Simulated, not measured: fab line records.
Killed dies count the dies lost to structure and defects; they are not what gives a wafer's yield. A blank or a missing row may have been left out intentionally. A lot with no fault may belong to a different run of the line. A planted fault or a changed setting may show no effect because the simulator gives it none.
fab line records ; flow nand-harc
record lots=6; wafers=18; last-day=35
route steps=1302 shown P_CONTACT@226 END@1302
lots untouched by any fault: they come from a run of this same line in which no faults occurred
start-h: hours from the record's first day to the start of the lot's first wafer shown ; wait-h: how many hours have passed since the lot's step before this one ; " the same as in the row above ; L1.1+2: several wafers, shown together as one row ; - value missing, or start not given ; * or withheld: withheld ; < > ~ a bound
route shown NAME@n: a module of which the file shows steps, and the number in the route of the first ; usual: average and standard deviation across the fault-free wafers ; same: alike in all rows ; chamber/n: place in a boat ; sites: each site's reading ; _std_site: standard deviation across them ; _edge_site: inner sites' mean taken away from outer sites' mean ; radius-mm: how far each site lies from the wafer's centre ; mask NAME#n: copy n ; behind: the last tool/chamber to shape the wafer ; hold: what put the lot on hold/how long, in hours/how the hold closed ; device: the n, p or np transistor that did not switch ; end of line: the tests these same wafers got at the end of their route ; a step with no rows: only its recipe ; killed: dies lost to structure and defects at the first sort, not the wafer's yield ; map: dies across one wafer; x = killed, . = not, _ = none there
set.NAME: setting as actually run; set.NAME@STEP: the setting as run at that earlier step ; model.NAME: the simulator's own value behind a step, which no gauge read
lots at selected steps of the route; one table per step, one row per wafer
services: a tool's chamber out of use, with start hour (start-h, from the record's first day; less than 0 if before it), hours out, and reason
## steps
# step NHARC_P_CONTACT_COAT_06
# recipe spin-rpm=1500; resist-thk-nm=90
# step NHARC_P_CONTACT_SOFTBAKE_07
# recipe temp-c=105; time-s=55
# step NHARC_P_CONTACT_EBR_08
# step NHARC_P_CONTACT_EXPOSE_09
# recipe na=1.35; target-cd-nm=90; dose-mj=81.26; mask-id=P_CA
# step NHARC_P_CONTACT_PEB_10
# recipe peb-temp-c=100; peb-time-s=65
# step NHARC_P_CONTACT_DEVELOP_11
# recipe develop-time-s=35; dev-temp-c=23
# step NHARC_P_CONTACT_CD_MEAS_12
# recipe target-cd-nm=90; landing-energy-ev=500
# usual cd-nm=90.1/0.58
lot.wafer;tool;chamber;start-h;wait-h;cd-nm
L645.1;cd-sem-03;0;134.28;-;90.1
L645.3;cd-sem-03;0;134.28;-;89.6
L645.6;cd-sem-03;0;134.28;-;90.1
L646.4;cd-sem-03;0;147.74;-;90.7
L646.5;cd-sem-03;0;147.74;-;90.7
L646.6;cd-sem-03;0;147.74;-;91.6
L649.3;cd-sem-02;0;179.83;-;89.4
L649.4;cd-sem-02;0;179.83;-;89.1
L649.6;cd-sem-02;0;179.83;-;90.0
L651.3;cd-sem-03;0;207.74;-;89.6
L651.4;cd-sem-03;0;207.74;-;90.0
L651.5;cd-sem-03;0;207.74;-;89.4
L665.1;cd-sem-03;0;333.35;-;90.1
L665.4;cd-sem-03;0;333.35;-;90.2
L665.6;cd-sem-03;0;333.35;-;90.4
L666.1;cd-sem-03;0;349.03;-;90.5
L666.5;cd-sem-03;0;349.03;-;90.3
L666.6;cd-sem-03;0;349.03;-;90.3
# step NHARC_P_CONTACT_OVL_MEAS_13
# usual overlay-x-nm=-0.1/0.82; overlay-y-nm=0.3/0.87
lot.wafer;tool;chamber;start-h;wait-h;overlay-x-nm;overlay-y-nm
L645.1;overlay-01;-;134.37;-;0.5;0.3
L645.3;overlay-01;-;134.37;-;1.1;0.5
L645.6;overlay-01;-;134.37;-;1.2;0.2
L646.4;overlay-01;-;147.82;-;1.3;-0.4
L646.5;overlay-01;-;147.82;-;0.6;-1.0
L646.6;overlay-01;-;147.82;-;0.9;-0.6
L649.3;overlay-02;-;179.92;-;-0.5;0.7
L649.4;overlay-02;-;179.92;-;-0.9;0.9
L649.6;overlay-02;-;179.92;-;-0.3;0.5
L651.3;overlay-01;-;207.83;-;-0.4;0.8
L651.4;overlay-01;-;207.83;-;-0.8;0.2
L651.5;overlay-01;-;207.83;-;-0.9;0.6
L665.1;overlay-01;-;333.44;-;-0.7;1.1
L665.4;overlay-01;-;333.44;-;-0.3;0.9
L665.6;overlay-01;-;333.44;-;-0.5;0.6
L666.1;overlay-01;-;349.11;-;1.5;-0.2
L666.5;overlay-01;-;349.11;-;0.9;0.3
L666.6;overlay-01;-;349.11;-;1.1;0.5
# step NHARC_P_CONTACT_INSPECT_14
# usual raw-defect-count=4.4/2.4
lot.wafer;tool;chamber;start-h;wait-h;raw-defect-count
L645.1;defect-inspect-01;-;134.41;0.0;5
L645.3;defect-inspect-01;-;134.41;0.0;9
L645.6;defect-inspect-01;-;134.41;0.0;9
L646.4;defect-inspect-01;-;147.86;0.0;4
L646.5;defect-inspect-01;-;147.86;0.0;5
L646.6;defect-inspect-01;-;147.86;0.0;2
L649.3;defect-inspect-02;-;179.95;0.0;3
L649.4;defect-inspect-02;-;179.95;0.0;5
L649.6;defect-inspect-02;-;179.95;0.0;4
L651.3;defect-inspect-02;-;207.86;0.0;3
L651.4;defect-inspect-02;-;207.86;0.0;3
L651.5;defect-inspect-02;-;207.86;0.0;5
L665.1;defect-inspect-02;-;333.48;0.0;5
L665.4;defect-inspect-02;-;333.48;0.0;5
L665.6;defect-inspect-02;-;333.48;0.0;6
L666.1;defect-inspect-02;-;349.15;0.0;9
L666.5;defect-inspect-02;-;349.15;0.0;4
L666.6;defect-inspect-02;-;349.15;0.0;1
# step NHARC_P_CONTACT_DESCUM_17
# recipe time-s=3; o2-flow-sccm=200; ar-flow-sccm=0; bias-power-w=0; chemistry=O2
# usual drypump-motor-current-A=5.6/0.48; oes-product-au=0.999/0.012; rf-vpp-V=57.9/0.86; showerhead-plenum-p-Torr=1.95/0.067; throttle-valve-pct=11.312/0.0095
lot.wafer;tool;chamber;start-h;wait-h;drypump-motor-current-A;oes-product-au;rf-hours-counter-h;rf-vpp-V;showerhead-plenum-p-Torr;throttle-valve-pct
L645.3;rie-diel-11;1;134.49;0.1;4.7;0.993;2.3;57.5;1.90;11.315
L645.1;rie-diel-11;2;134.49;0.1;6.1;1.007;2.4;58.4;2.04;11.321
L645.6;rie-diel-11;3;134.49;0.1;5.6;1.016;-;57.9;2.05;11.292
L646.4;rie-diel-12;3;147.92;0.1;5.7;0.996;1.3;57.9;2.03;11.304
L646.6;rie-diel-12;2;147.92;0.1;5.2;0.994;-;57.6;1.87;11.302
L646.5;rie-diel-12;3;147.92;0.1;5.6;0.992;-;60.0;2.03;11.304
L649.3;rie-diel-08;3;180.02;0.1;5.4;0.998;4.5;59.0;1.97;11.315
L649.4;rie-diel-08;1;180.02;0.1;5.1;1.002;4.5;58.7;1.87;11.305
L649.6;rie-diel-08;2;180.02;0.1;6.7;0.994;-;57.5;1.93;11.309
L651.3;rie-diel-11;2;207.92;0.1;6.1;0.994;6.1;59.3;2.04;11.315
L651.4;rie-diel-11;3;207.92;0.1;5.7;0.996;6.5;58.3;2.05;11.286
L651.5;rie-diel-11;2;207.92;0.1;6.1;0.994;-;58.6;2.04;11.312
L665.1;rie-diel-11;0;333.55;0.1;5.5;0.988;3.4;58.2;1.97;11.317
L665.4;rie-diel-11;1;333.55;0.1;4.7;0.989;3.5;55.8;1.89;11.307
L665.6;rie-diel-11;3;333.55;0.1;5.7;1.002;-;56.2;2.05;11.311
L666.1;rie-diel-11;2;349.24;0.1;6.1;1.013;4.9;57.9;2.04;11.318
L666.6;rie-diel-11;3;349.24;0.1;5.6;1.026;-;58.4;2.05;11.305
L666.5;rie-diel-11;0;349.24;0.1;5.5;1.006;-;57.8;1.97;11.306
# step NHARC_P_CONTACT_ETCH_35
# recipe target-depth-a=390; over-etch-frac=0.3; time-s=65; ion-energy-ev=80; cf4-flow-sccm=150; ar-flow-sccm=0; rf-w=300; bias-w=100; chemistry=CF4
# usual bias-w=100.0/0.31; cf4-flow-sccm=150.0/0.45; drypump-motor-current-A=5.6/0.48; oes-product-au=0.999/0.01; rf-vpp-V=151.7/1.1; showerhead-plenum-p-Torr=1.80/0.059; throttle-valve-pct=13.283/0.0092
# same over-etch-frac=0.3
lot.wafer;tool;chamber;start-h;wait-h;bias-w;cf4-flow-sccm;drypump-motor-current-A;oes-product-au;rf-hours-counter-h;rf-vpp-V;showerhead-plenum-p-Torr;throttle-valve-pct
L645.3;rie-diel-11;1;134.55;0.1;99.5;149.7;4.7;0.993;2.3;151.8;1.75;13.270
L645.1;rie-diel-11;2;134.55;0.1;100.1;150.2;6.1;0.994;2.4;151.8;1.88;13.300
L645.6;rie-diel-11;1;134.55;0.1;99.8;150.4;4.7;0.998;-;150.9;1.75;13.288
L646.4;rie-diel-12;2;148.02;0.1;100.0;149.6;5.2;1.003;1.3;150.9;1.73;13.292
L646.5;rie-diel-12;3;148.02;0.1;100.2;150.3;5.6;0.988;-;150.1;1.86;13.281
L646.6;rie-diel-12;0;148.02;0.1;100.5;149.3;5.4;0.996;-;151.6;1.73;13.284
L649.4;rie-diel-08;1;180.10;0.1;100.1;150.3;5.1;0.996;4.5;152.7;1.73;13.286
L649.3;rie-diel-08;3;180.10;0.1;99.8;149.9;5.6;0.993;4.5;151.7;1.82;13.292
L649.6;rie-diel-08;2;180.10;0.1;100.4;149.4;6.6;0.999;-;151.1;1.78;13.292
L651.4;rie-diel-11;3;208.01;0.1;99.8;150.5;5.6;1.009;6.6;151.8;1.89;13.280
L651.3;rie-diel-11;0;208.01;0.1;99.6;150.3;5.4;1.017;6.8;152.2;1.82;13.277
L651.5;rie-diel-11;3;208.01;0.1;100.4;149.8;5.7;1.001;-;151.9;1.89;13.288
L665.1;rie-diel-11;0;333.62;0.1;99.8;150.0;5.5;1.002;3.4;152.3;1.82;13.307
L665.4;rie-diel-11;3;333.62;0.1;99.8;150.2;5.6;1.010;4.4;152.3;1.89;13.280
L665.6;rie-diel-11;0;333.62;0.1;99.6;150.0;5.5;1.000;-;152.5;1.82;13.259
L666.1;rie-diel-11;1;349.31;0.1;100.1;149.6;4.7;0.983;3.9;150.8;1.75;13.273
L666.5;rie-diel-11;3;349.31;0.1;99.5;149.6;5.7;1.021;-;152.2;1.89;13.275
L666.6;rie-diel-11;0;349.31;0.1;99.9;148.6;5.5;0.999;-;152.6;1.82;13.281
# step NHARC_P_CONTACT_ETCH_36
# recipe target-depth-a=2600; over-etch-frac=0.25; time-s=406.25; ion-energy-ev=200; n2-flow-sccm=150; h2-flow-sccm=150; ar-flow-sccm=0; rf-w=400; bias-w=150; chemistry=N2/H2
# usual bias-w=150.1/0.43; chamber-pressure-mTorr=30.006/0.026; drypump-motor-current-A=5.6/0.48; oes-product-au=0.999/0.011; rf-vpp-V=431.8/2.2; showerhead-plenum-p-Torr=2.09/0.074; throttle-valve-pct=14.171/0.0083
# same over-etch-frac=0.25
lot.wafer;tool;chamber;start-h;wait-h;bias-w;chamber-pressure-mTorr;drypump-motor-current-A;oes-product-au;rf-hours-counter-h;rf-vpp-V;showerhead-plenum-p-Torr;throttle-valve-pct
L645.3;rie-diel-11;3;-;-;149.4;29.969;5.7;1.004;2.8;434.1;2.19;14.190
L645.1;rie-diel-11;1;-;-;150.3;30.001;4.7;0.996;2.4;431.2;2.02;14.151
L645.6;rie-diel-11;2;-;-;149.7;30.047;6.1;0.999;-;434.5;2.18;14.167
L646.4;rie-diel-12;3;-;-;150.5;29.968;5.6;0.999;1.3;433.6;2.16;14.181
L646.6;rie-diel-12;2;-;-;149.8;29.999;5.2;1.000;-;430.0;1.99;14.179
L646.5;rie-diel-12;3;-;-;149.8;30.018;5.6;0.986;-;435.4;2.16;14.167
L649.4;rie-diel-08;2;-;-;150.2;29.983;6.7;1.010;5.0;431.1;2.06;14.169
L649.3;rie-diel-08;3;-;-;150.2;29.986;5.5;0.993;4.6;434.2;2.10;14.162
L649.6;rie-diel-08;3;-;-;150.2;30.024;5.5;0.994;-;430.2;2.10;14.167
L651.3;rie-diel-11;1;-;-;150.2;29.990;4.7;0.995;6.4;428.8;2.02;14.167
L651.4;rie-diel-11;2;-;-;150.5;29.995;6.1;1.012;6.2;434.8;2.18;14.173
L651.5;rie-diel-11;1;-;-;149.5;30.006;4.7;1.002;-;428.0;2.02;14.177
L665.1;rie-diel-11;2;-;-;150.6;29.990;6.1;1.012;4.5;435.8;2.18;14.181
L665.4;rie-diel-11;0;-;-;150.9;29.991;5.5;1.001;3.5;433.2;2.10;14.167
L665.6;rie-diel-11;1;-;-;150.2;30.025;4.7;0.977;-;429.1;2.02;14.175
L666.1;rie-diel-11;0;-;-;150.2;30.035;5.5;0.993;3.8;432.1;2.10;14.166
L666.5;rie-diel-11;2;-;-;150.5;29.982;6.1;1.014;-;433.7;2.18;14.171
L666.6;rie-diel-11;3;-;-;150.1;30.004;5.6;1.011;-;434.0;2.19;14.168
# step NHARC_P_CONTACT_ETCH_18
# recipe target-depth-a=4810; time-s=240.5; c4f8-flow-sccm=20; o2-flow-sccm=10; ar-flow-sccm=withheld; rf-w=600; bias-w=1500; chemistry=C4F8/O2/Ar
# usual bias-w=1499/4.9; chamber-pressure-mTorr=24.999/0.023; oes-product-au=0.959/0.018; rf-vpp-V=981/4.7
lot.wafer;tool;chamber;start-h;wait-h;bias-w;chamber-pressure-mTorr;oes-product-au;rf-hours-counter-h;rf-vpp-V
L645.1;rie-diel-11;0;134.97;-;1493;25.017;0.969;2.9;983
L645.3;rie-diel-11;1;134.97;-;1499;25.010;0.960;2.5;978
L645.6;rie-diel-11;0;134.97;-;1484;24.972;0.961;-;983
L646.4;rie-diel-12;2;148.39;-;1504;24.985;0.957;1.5;975
L646.6;rie-diel-12;2;148.39;-;1499;24.987;0.966;-;975
L646.5;rie-diel-12;3;148.39;-;1499;25.000;0.957;-;987
L649.3;rie-diel-08;2;180.49;-;1510;24.994;0.959;5.2;979
L649.4;rie-diel-08;0;180.49;-;1502;25.025;0.975;3.7;987
L649.6;rie-diel-08;2;180.49;-;1504;25.021;0.959;-;979
L651.4;rie-diel-11;1;208.40;-;1506;25.042;0.969;6.6;977
L651.3;rie-diel-11;2;208.40;-;1505;25.035;0.960;6.2;987
L651.5;rie-diel-11;2;208.40;-;1505;25.059;0.962;-;986
L665.4;rie-diel-11;3;334.03;-;-;-;-;-;-
L665.1;rie-diel-11;0;334.03;-;-;-;-;-;-
L665.6;rie-diel-11;3;334.03;-;-;-;-;-;-
L666.1;rie-diel-11;2;349.75;-;-;-;-;-;-
L666.6;rie-diel-11;3;349.75;-;-;-;-;-;-
L666.5;rie-diel-11;0;349.75;-;-;-;-;-;-
# step NHARC_P_CONTACT_STRIP_37
# recipe c4f8-flow-sccm=withheld; o2-flow-sccm=8; ar-flow-sccm=withheld; bias-w=0; chemistry=C4F8/O2/Ar
# step NHARC_END_SORT_01
# recipe temp-c=25
# usual killed-at-array=62/22; killed-at-other=1.0/1.4; killed-at-periphery=4.2/2.8; killed-dies=67/23; killed-open=3.1/1.7; killed-short=2.1/1.5
# same gross-dies=677
lot.wafer;tool;chamber;start-h;wait-h;killed-at-array;killed-at-other;killed-at-periphery;killed-dies;killed-open;killed-short
L665.1;prober-01;0;786.86;2.5;25;0;652;677;4;3
L665.4;prober-01;0;789.25;3.4;32;1;644;677;6;2
L665.6;prober-01;0;790.83;4.0;31;1;645;677;4;6
L666.1;prober-02;0;824.05;2.5;95;0;582;677;1;2
L666.5;prober-02;0;827.25;3.7;89;1;587;677;6;2
L666.6;prober-02;0;828.05;4.0;88;0;589;677;3;4
# killed by level:class
L665.1 P_CONTACT:area-etch=649 A_SLIT:chamber-film-flake=7 A_SGD_CUT:chamber-film-flake=3 A_CHANNEL_HOLE_D1:chamber-film-flake=2 A_CHANNEL_HOLE_D2:chamber-film-flake=2 A_CONTACT:chamber-film-flake=2 P_CONTACT:geometric-particle:short=1 P_M0:geometric-particle:open=1
L665.4 P_CONTACT:area-etch=638 A_CONTACT:chamber-film-flake=11 A_SLIT:chamber-film-flake=6 P_CONTACT:geometric-particle:open=3 A_CHANNEL_HOLE_D1:unspecified=3 A_SGD_CUT:chamber-film-flake=3 A_CHANNEL_FILL_D1:geometric-particle:open=2 P_ZERO_WELL:chamber-film-flake=2
L665.6 P_CONTACT:area-etch=640 A_SLIT:chamber-film-flake=10 A_SGD_CUT:chamber-film-flake=4 A_CONTACT:chamber-film-flake=4 A_M0:geometric-particle:open=2 P_ZERO_WELL:chamber-film-flake=2 A_CHANNEL_HOLE_D1:unspecified=2 A_WL_FILL:chamber-film-flake=2
L666.1 P_CONTACT:area-etch=577 A_CHANNEL_HOLE_D2:chamber-film-flake=33 A_SLIT:chamber-film-flake=32 A_CHANNEL_HOLE_D1:chamber-film-flake=14 A_CONTACT:chamber-film-flake=6 P_M0:geometric-particle:short=2 P_GATE:chamber-film-flake=2 A_CHANNEL_FILL_D2:chamber-film-flake=2
L666.5 P_CONTACT:area-etch=581 A_SLIT:chamber-film-flake=33 A_CHANNEL_HOLE_D2:chamber-film-flake=27 A_CHANNEL_HOLE_D1:chamber-film-flake=17 A_CONTACT:chamber-film-flake=5 A_STAIRCASE:chamber-film-flake=3 P_GATE:geometric-particle:open=1 P_M0:geometric-particle:short=1
L666.6 P_CONTACT:area-etch=587 A_SLIT:chamber-film-flake=26 A_CHANNEL_HOLE_D2:chamber-film-flake=25 A_CHANNEL_HOLE_D1:chamber-film-flake=13 A_CONTACT:chamber-film-flake=9 A_STAIRCASE:chamber-film-flake=5 A_CHANNEL_FILL_D2:geometric-particle:short=2 A_M0:geometric-particle:open=2
# map L665.1 (x killed, . not)
____________x____________
_________xxxxxxx_________
_______xxxxxxxxxxx_______
______xxxxxxxxxxxxx______
_____xxxxxxxxxxxxxxx_____
____xxxxxxxxxxxxxxxxx____
____xxxxxxxxxxxxxxxxx____
___xxxxxxxxxxxxxxxxxxx___
___xxxxxxxxxxxxxxxxxxx___
__xxxxxxxxxxxxxxxxxxxxx__
__xxxxxxxxxxxxxxxxxxxxx__
_xxxxxxxxxxxxxxxxxxxxxxx_
_xxxxxxxxxxxxxxxxxxxxxxx_
_xxxxxxxxxxxxxxxxxxxxxxx_
_xxxxxxxxxxxxxxxxxxxxxxx_
_xxxxxxxxxxxxxxxxxxxxxxx_
xxxxxxxxxxxxxxxxxxxxxxxxx
xxxxxxxxxxxxxxxxxxxxxxxxx
xxxxxxxxxxxxxxxxxxxxxxxxx
xxxxxxxxxxxxxxxxxxxxxxxxx
xxxxxxxxxxxxxxxxxxxxxxxxx
_xxxxxxxxxxxxxxxxxxxxxxx_
_xxxxxxxxxxxxxxxxxxxxxxx_
_xxxxxxxxxxxxxxxxxxxxxxx_
_xxxxxxxxxxxxxxxxxxxxxxx_
_xxxxxxxxxxxxxxxxxxxxxxx_
__xxxxxxxxxxxxxxxxxxxxx__
__xxxxxxxxxxxxxxxxxxxxx__
___xxxxxxxxxxxxxxxxxxx___
___xxxxxxxxxxxxxxxxxxx___
____xxxxxxxxxxxxxxxxx____
____xxxxxxxxxxxxxxxxx____
_____xxxxxxxxxxxxxxx_____
______xxxxxxxxxxxxx______
_______xxxxxxxxxxx_______
_________xxxxxxx_________
____________x____________
# map L666.1 (x killed, . not)
____________x____________
_________xxxxxxx_________
_______xxxxxxxxxxx_______
______xxxxxxxxxxxxx______
_____xxxxxxxxxxxxxxx_____
____xxxxxxxxxxxxxxxxx____
____xxxxxxxxxxxxxxxxx____
___xxxxxxxxxxxxxxxxxxx___
___xxxxxxxxxxxxxxxxxxx___
__xxxxxxxxxxxxxxxxxxxxx__
__xxxxxxxxxxxxxxxxxxxxx__
_xxxxxxxxxxxxxxxxxxxxxxx_
_xxxxxxxxxxxxxxxxxxxxxxx_
_xxxxxxxxxxxxxxxxxxxxxxx_
_xxxxxxxxxxxxxxxxxxxxxxx_
_xxxxxxxxxxxxxxxxxxxxxxx_
xxxxxxxxxxxxxxxxxxxxxxxxx
xxxxxxxxxxxxxxxxxxxxxxxxx
xxxxxxxxxxxxxxxxxxxxxxxxx
xxxxxxxxxxxxxxxxxxxxxxxxx
xxxxxxxxxxxxxxxxxxxxxxxxx
_xxxxxxxxxxxxxxxxxxxxxxx_
_xxxxxxxxxxxxxxxxxxxxxxx_
_xxxxxxxxxxxxxxxxxxxxxxx_
_xxxxxxxxxxxxxxxxxxxxxxx_
_xxxxxxxxxxxxxxxxxxxxxxx_
__xxxxxxxxxxxxxxxxxxxxx__
__xxxxxxxxxxxxxxxxxxxxx__
___xxxxxxxxxxxxxxxxxxx___
___xxxxxxxxxxxxxxxxxxx___
____xxxxxxxxxxxxxxxxx____
____xxxxxxxxxxxxxxxxx____
_____xxxxxxxxxxxxxxx_____
______xxxxxxxxxxxxx______
_______xxxxxxxxxxx_______
_________xxxxxxx_________
____________x____________
## services
tool;chamber;start-h;hours;kind
rie-diel-11;0;112.00;-;clean
rie-diel-11;1;112.00;-;clean
rie-diel-11;2;112.00;-;clean
rie-diel-11;3;112.00;-;clean
rie-diel-08;0;123.81;8.2;repair
rie-diel-11;0;136.50;-;clean
rie-diel-11;1;136.50;-;clean
rie-diel-11;2;136.50;-;clean
rie-diel-11;3;136.50;-;clean
rie-diel-11;0;161.00;-;clean
rie-diel-11;1;161.00;-;clean
rie-diel-11;2;161.00;-;clean
rie-diel-11;3;161.00;-;clean
rie-diel-11;-;183.67;2.5;repair
rie-diel-08;2;185.39;4.5;repair
rie-diel-08;-;190.84;9.0;pm
rie-diel-11;0;209.50;-;clean
rie-diel-11;1;209.50;-;clean
rie-diel-11;2;209.50;-;clean
rie-diel-11;1;230.09;6.1;repair
rie-diel-11;-;255.50;9.0;pm
rie-diel-12;-;268.40;9.0;pm
rie-diel-08;1;269.53;2.1;repair
rie-diel-12;3;324.86;3.5;repair
## key
first-sign step=NHARC_P_CONTACT_ETCH_18; reading=tool-record; direction=missing
effect step=NHARC_END_SORT_01; reading=killed-at-periphery; direction=up; sigmas=99+; usual=4.2; struck=616.5
more-kills-born-at NHARC_P_CONTACT_ETCH_18@rie-diel-11=3672
met-at NHARC_P_CONTACT_ETCH_18
struck-wafers L665.1,L665.4,L665.6,L666.1,L666.5,L666.6
later-rows-left-out L665.1,L665.4,L665.6,L666.1,L666.5,L666.6
tester-left-out L665,L666
onset-between 208.40 334.03
fault kind=skipped-step-whole; tool=rie-diel-11; chamber=-; onset-h=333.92; steps=NHARC_P_CONTACT_ETCH_18; scope=struck-lots-only
# tester-left-out: of these lots the tester's yield and bins aren't shown, on N5 and GAA mostly nor the transistor test; their killed dies are dies lost to structure and defects alone, not to doping, threshold or leakage, so they don't give the yield
# later-rows-left-out: the simulator's readings of these wafers behind a module that went badly wrong aren't trusted and aren't shown, but for the sort
